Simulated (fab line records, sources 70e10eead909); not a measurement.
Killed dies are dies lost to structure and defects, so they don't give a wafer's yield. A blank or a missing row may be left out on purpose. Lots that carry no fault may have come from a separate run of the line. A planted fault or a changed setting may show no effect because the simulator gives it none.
A lot that was struck, set against a sound lot | flow nandHarc | 42 out of 1302 route steps
Sound: these wafers, L506.1, L506.2, L506.6. Struck: wafers L514.1, L514.2 (left out: L514.5, a lot-mate that was not struck); the cause follows at the end.
At each step with rows: each side's tool, then ch and its chambers, then its first start. Under that, the readings that differ: sound wafers | struck wafers | difference of the means | sigmas: that difference in standard deviations of wafers without a fault.
alike: a reading whose means differ by less than 2 such deviations, as well as words and numbers matching on both sides. not compared: withheld readings; readings where some wafer has no value; bounds like >300 that might hide an equal value; numbers whose values overlap and for which the record gives no deviation.
The two part at a step that has a row with sigmas, a row that says differs or no value, or rows on one side only. Numbers that have no deviation but don't overlap get no sigmas and don't part them. A reading missing from all wafers of one side parts the sides only when that side holds two or more wafers.

first, 4 steps without rows for these wafers: NHARC_HYBRID_BOND_PRECLEAN_01 (cleans in DIW, time 300 s); NHARC_HYBRID_BOND_SRD_02 (time 30 s, dry time 20 s); NHARC_HYBRID_BOND_BOND_03; NHARC_HYBRID_BOND_ANNEAL_04 (time 7200 s).
NHARC_HYBRID_BOND_OVL_MEAS_05:
  sound: overlay-01 at day 26 16:58; struck: overlay-01 at day 30 00:16
  alike: overlayXNm, overlayYNm
NHARC_HYBRID_BOND_INSPECT_06: inspects for defects (ir void).
  sound: defectInspect-01 at day 26 17:01; struck: defectInspect-01 at day 30 00:19
  alike: rawDefectCount
then, 2 steps without rows for these wafers: NHARC_THIN_TSV_GRIND_00; NHARC_THIN_TSV_CMP_01 (polishes).
NHARC_THIN_TSV_THK_MEAS_02: measures by ir.
  sound: filmMetro-01 at day 26 19:50; struck: filmMetro-01 at day 30 03:10
  alike: thkNm
then, 3 steps without rows for these wafers: NHARC_THIN_TSV_SRD_03; NHARC_THIN_TSV_PRECLEAN_41 (cleans in SC1); NHARC_THIN_TSV_SRD_42.
NHARC_THIN_TSV_DEP_43: deposits SiO2, target thk 1328.5 nm.
  sound on pecvd-03 ch 0,2, day 26 20:04; struck on pecvd-01 ch 1,2, day 30 03:25
  alike: flowSccm, throttleValvePct
  not compared: sinceWetCleanH
then, 8 steps without rows for these wafers: NHARC_THIN_TSV_DEHYDRATE_04 (time 120 s); NHARC_THIN_TSV_HMDS_05 (time 30 s); NHARC_THIN_TSV_COAT_06; NHARC_THIN_TSV_SOFTBAKE_07 (time 95 s); NHARC_THIN_TSV_EBR_08; NHARC_THIN_TSV_EXPOSE_09 (exposes mask TSV); NHARC_THIN_TSV_PEB_10 (peb time 85 s); NHARC_THIN_TSV_DEVELOP_11 (time 70 s).
NHARC_THIN_TSV_CD_MEAS_12 targets a cd of 1000 nm.
  sound on cdSem-02 ch 0, day 26 20:53; struck on cdSem-01 ch 0, day 30 04:05
  alike: cdNm
then, 3 steps without rows for these wafers: NHARC_THIN_TSV_HARDBAKE_13 (time 80 s); NHARC_THIN_TSV_DESCUM_14 (chemistry O2, time 3 s); NHARC_THIN_TSV_ETCH_44 (etches the open film in CF4/O2, target depth 1594.2 nm, time 797.1 s).
NHARC_THIN_TSV_ETCH_15: target depth 3000 nm, bosch target overetch cycles 2, bosch etch step 2.8 s.
  sound on rieSi-02 ch 0,1, day 26 21:43; struck on rieSi-02 ch 1,2, day 30 04:54
  alike: drypumpMotorCurrentA
  not compared: rfHoursCounterH
NHARC_THIN_TSV_CD_MEAS_16:
  sound: cdSem-03 at day 26 21:50; struck: cdSem-03 at day 30 05:03
  alike: cdNm
then, 2 steps without rows for these wafers: NHARC_THIN_TSV_STRIP_45 (strips in O2); NHARC_THIN_TSV_STRIP_46 (strips in post etch residue remover, time 1200 s).
NHARC_THIN_TSV_DEP_47: deposits SiO2, target thk 200 nm.
  sound on pecvd-03 ch 0,1,2, day 26 22:46; struck on pecvd-03 ch 0,1, day 30 05:58
  alike: flowSccm, throttleValvePct
  not compared: sinceWetCleanH
then, 2 steps without rows for these wafers: NHARC_THIN_TSV_ETCHBACK_48 (etches the open film in C4F8/Ar, target depth 1028.5 nm, time 405.17 s); NHARC_THIN_TSV_STRIP_62 (strips in N2/H2, time 20 s).
NHARC_THIN_TSV_DEGAS_49: time 120 s.
  sound: pvdSputter-01 at day 26 23:40; struck: pvdSputter-03 at day 30 06:52
  alike: heaterPowerW
NHARC_THIN_TSV_PRE_CLEAN_50: time 30 s.
  sound on pvdSputter-01; struck on pvdSputter-03
  alike: heaterPowerW
then, 4 steps without rows for these wafers: NHARC_THIN_TSV_PVD_19 (deposits TaN, target thk 20 nm); NHARC_THIN_TSV_PVD_51 (deposits Cu, target thk 100 nm); NHARC_THIN_TSV_ECD_20 (material Cu, target thk 2000 nm); NHARC_THIN_TSV_ANNEAL_52 (time 90 s).
NHARC_THIN_TSV_CMP_21: polishes, t overpolish 30 s, target thk 2000 nm.
  sound on cmp-03 ch 1,2, day 27 01:12; struck on cmp-02 ch 1,3, day 30 08:23
  alike: motorCurrentA, overpolishRunS
then, 2 steps without rows for these wafers: NHARC_THIN_TSV_SRD_23; NHARC_THIN_TSV_DEGAS_53 (time 60 s).
NHARC_END_SORT_01:
  sound on prober-02 ch 0, day 27 10:44; struck on prober-02 ch 0, day 30 18:15
reading                | sound       | struck    | difference | sigmas
defectLimitedYield (%) | 94 94 91    | 0 0       | -93        | -31
killedAtOther          | 0 0 0       | 604 615   | +610       | +99 or more
killedDies             | 40 44 62    | 677 677   | +628       | +31
sort_bin_2_pct (%)     | 1.6 2.8 3.1 | 91.9 94.4 | +90.7      | +65
sortNPass              | 637 633 615 | 0 0       | -628       | -31
sortRimYieldPct (%)    | 88 91 87    | 0 0       | -89        | -21
sortYieldPct (%)       | 94 94 91    | 0 0       | -93        | -31
  alike: killedAtArray, killedAtPeriphery, killedOpen, killedShort, sort_bin_3_pct, sort_bin_4_pct

## WHERE THEY PART
At NHARC_END_SORT_01 and nowhere else, as far as this record goes.

WHY: the cause the simulator had injected
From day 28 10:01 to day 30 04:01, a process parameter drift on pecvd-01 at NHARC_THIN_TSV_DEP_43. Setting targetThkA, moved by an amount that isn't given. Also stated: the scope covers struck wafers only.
